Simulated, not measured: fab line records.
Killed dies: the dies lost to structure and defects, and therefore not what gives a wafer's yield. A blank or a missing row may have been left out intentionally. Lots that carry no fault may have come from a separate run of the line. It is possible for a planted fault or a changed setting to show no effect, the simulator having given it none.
The tool behind it: which one? :: flow nandHarc :: 36 wafers from 12 lots sampled at 6 of the route's 1302 steps

## WHAT THE GAUGES READ, wafer by wafer
NHARC_A_BLC_CD_MEAS_19.
lot: L074
measured: day 22 23:35
on: cdSem-02
cdNm (nm): 103.6 102.3 100.3

lot: L077
measured: day 23 13:48
on: cdSem-03
cdNm (nm): 96.7 96.3 98.7

lot: L079
measured: day 24 22:40
on: cdSem-01
cdNm (nm): 100.2 97.8 97.7

lot: L081
measured: day 25 22:10
on: cdSem-03
cdNm (nm): 96.1 102.5 99.8

lot: L083
measured: day 26 15:55
on: cdSem-03
cdNm (nm): 100.7 102.5 101.4

lot: L086
measured: day 27 08:36
on: cdSem-01
cdNm (nm): 98.9 99.2 98.2

lot: L085
measured: day 27 14:25
on: cdSem-02
cdNm (nm): 100.9 100.4 100.7

lot: L089
measured: day 28 16:25
on: cdSem-01
cdNm (nm): 103.1 103.0 104.7

lot: L091
measured: day 29 22:18
on: cdSem-03
cdNm (nm): 100.1 105.9 100.8

lot: L093
measured: day 30 10:20
on: cdSem-02
cdNm (nm): 101.5 98.3 103.8

lot: L096
measured: day 31 06:25
on: cdSem-02
cdNm (nm): 101.5 101.0 104.2

lot: L097
measured: day 32 03:32
on: cdSem-01
cdNm (nm): 100.2 100.7 101.0

## WHAT TOOL EACH LOT RAN ON (gives the tool, then ch and the chambers of the sampled wafers, and finally the start)
lot: L074
NHARC_A_CONTACT_ETCH_91: rieDiel-04 ch 0,1,3, day 22 12:26
NHARC_A_CONTACT_STRIP_82: rieDiel-06 ch 2,3, day 22 13:35 or earlier
NHARC_A_CONTACT_DEP_84: aclDep-01 ch 0, day 22 13:35
NHARC_A_CONTACT_DEP_85: pecvd-01 ch 0,2, day 22 15:25
NHARC_A_BLC_ETCH_17: rieDiel-11 ch 2,3, day 22 23:35 or earlier

lot: L077
NHARC_A_CONTACT_ETCH_91: rieDiel-04 ch 0,1,3, day 23 02:13
NHARC_A_CONTACT_STRIP_82: rieDiel-04 ch 0,1,2, day 23 03:56 or earlier
NHARC_A_CONTACT_DEP_84: aclDep-01 ch 0, day 23 03:56
NHARC_A_CONTACT_DEP_85: pecvd-01 ch 0,1,2, day 23 05:08
NHARC_A_BLC_ETCH_17: rieDiel-11 ch 1,2,3, day 23 13:48 or earlier

lot: L079
NHARC_A_CONTACT_ETCH_91: rieDiel-04 ch 0,1,3, day 24 04:22
NHARC_A_CONTACT_STRIP_82: rieDiel-04 ch 0,1,3, day 24 11:01 or earlier
NHARC_A_CONTACT_DEP_84: aclDep-03 ch 0, day 24 11:01
NHARC_A_CONTACT_DEP_85: pecvd-01 ch 0,1,2, day 24 12:48
NHARC_A_BLC_ETCH_17: rieDiel-08 ch 0,1,3, day 24 22:40 or earlier

lot: L081
NHARC_A_CONTACT_ETCH_91: rieDiel-04 ch 0,2,3, day 25 10:34
NHARC_A_CONTACT_STRIP_82: rieDiel-04 ch 0,3, day 25 12:19 or earlier
NHARC_A_CONTACT_DEP_84: aclDep-01 ch 0, day 25 12:19
NHARC_A_CONTACT_DEP_85: pecvd-03 ch 0,1, day 25 13:29
NHARC_A_BLC_ETCH_17: rieDiel-08 ch 0,1,3, day 25 22:10 or earlier

lot: L083
NHARC_A_CONTACT_ETCH_91: rieDiel-04 ch 0,2, day 26 01:13
NHARC_A_CONTACT_STRIP_82: rieDiel-06 ch 1,2,3, day 26 02:56 or earlier
NHARC_A_CONTACT_DEP_84: aclDep-01 ch 0, day 26 02:56
NHARC_A_CONTACT_DEP_85: pecvd-03 ch 0,1,2, day 26 04:23
NHARC_A_BLC_ETCH_17: rieDiel-08 ch 1,2,3, day 26 15:55 or earlier

lot: L086
NHARC_A_CONTACT_ETCH_91: rieDiel-04 ch 1,2,3, day 26 18:46
NHARC_A_CONTACT_STRIP_82: rieDiel-04 ch 0,1, day 26 22:34 or earlier
NHARC_A_CONTACT_DEP_84: aclDep-02 ch 0, day 26 22:34
NHARC_A_CONTACT_DEP_85: pecvd-01 ch 0,1,2, day 27 00:05
NHARC_A_BLC_ETCH_17: rieDiel-08 ch 2,3, day 27 08:36 or earlier

lot: L085
NHARC_A_CONTACT_ETCH_91: rieDiel-06 ch 0,1, day 27 03:02
NHARC_A_CONTACT_STRIP_82: rieDiel-04 ch 0,1,2, day 27 05:13 or earlier
NHARC_A_CONTACT_DEP_84: aclDep-02 ch 0, day 27 05:13
NHARC_A_CONTACT_DEP_85: pecvd-01 ch 0,1, day 27 06:23
NHARC_A_BLC_ETCH_17: rieDiel-08 ch 0,2, day 27 14:25 or earlier

lot: L089
NHARC_A_CONTACT_ETCH_91: rieDiel-04 ch 1,3, day 28 05:08
NHARC_A_CONTACT_STRIP_82: rieDiel-04 ch 1,2,3, day 28 06:18 or earlier
NHARC_A_CONTACT_DEP_84: aclDep-02 ch 0, day 28 06:18
NHARC_A_CONTACT_DEP_85: pecvd-02 ch 0,2, day 28 08:04
NHARC_A_BLC_ETCH_17: rieDiel-11 ch 0,2, day 28 16:25 or earlier

lot: L091
NHARC_A_CONTACT_ETCH_91: rieDiel-04 ch 1,2, day 29 10:01
NHARC_A_CONTACT_STRIP_82: rieDiel-06 ch 0,1,2, day 29 12:16 or earlier
NHARC_A_CONTACT_DEP_84: aclDep-02 ch 0, day 29 12:16
NHARC_A_CONTACT_DEP_85: pecvd-02 ch 0,2, day 29 13:29
NHARC_A_BLC_ETCH_17: rieDiel-08 ch 0,1,3, day 29 22:18 or earlier

lot: L093
NHARC_A_CONTACT_ETCH_91: rieDiel-01 ch 2,3, day 29 21:22
NHARC_A_CONTACT_STRIP_82: rieDiel-04 ch 2,3, day 30 00:19 or earlier
NHARC_A_CONTACT_DEP_84: aclDep-03 ch 0, day 30 00:19
NHARC_A_CONTACT_DEP_85: pecvd-03 ch 0,1,2, day 30 02:07
NHARC_A_BLC_ETCH_17: rieDiel-08 ch 0,3, day 30 10:20 or earlier

lot: L096
NHARC_A_CONTACT_ETCH_91: rieDiel-06 ch 0,1,3, day 30 18:29
NHARC_A_CONTACT_STRIP_82: rieDiel-01 ch 0,1,3, day 30 19:57 or earlier
NHARC_A_CONTACT_DEP_84: aclDep-02 ch 0, day 30 19:57
NHARC_A_CONTACT_DEP_85: pecvd-03 ch 0,1,2, day 30 21:27
NHARC_A_BLC_ETCH_17: rieDiel-11 ch 1,2, day 31 05:09

lot: L097
NHARC_A_CONTACT_ETCH_91: rieDiel-01 ch 1,2,3, day 31 11:50
NHARC_A_CONTACT_STRIP_82: rieDiel-01 ch 0,1,2, day 31 13:28 or earlier
NHARC_A_CONTACT_DEP_84: aclDep-01 ch 0, day 31 13:28
NHARC_A_CONTACT_DEP_85: pecvd-01 ch 0,1,2, day 31 14:57
NHARC_A_BLC_ETCH_17: rieDiel-11 ch 0,2, day 32 03:32 or earlier
- NHARC_A_CONTACT_ETCH_91: etches the open film in CH3F/O2, target depth 40 nm, time 85.7 s.
- NHARC_A_CONTACT_STRIP_82: strips in O2.
- NHARC_A_CONTACT_DEP_84: deposits aC, target thk 2800 nm.
- NHARC_A_CONTACT_DEP_85: deposits SiON, target thk 60 nm.
- NHARC_A_BLC_ETCH_17: etches the open film in N2/H2, target depth 390 nm, time 609.38 s.

## THE ANSWER, worked out from the rows above alone
Rule: the lots themselves supply what counts as usual. Put in order of their means at a reading, lots are off if they are a third of the lots or fewer, leave a main group of 4 or more, and stand apart from it by a gap of 3 or more times the standard deviation of the main group's means; of several such gaps the widest counts. A main group whose means are all the same, to the digits that the tables above print for the reading, isn't used. Also off: a lot with no number at a reading for which 4 or more lots have one. Where the step has rows for the other lots, those lots are counted as sound.
Across all readings shown, no lot is off: no conclusion can be drawn from this.

## WHAT WAS PUT IN BY THE SIMULATOR
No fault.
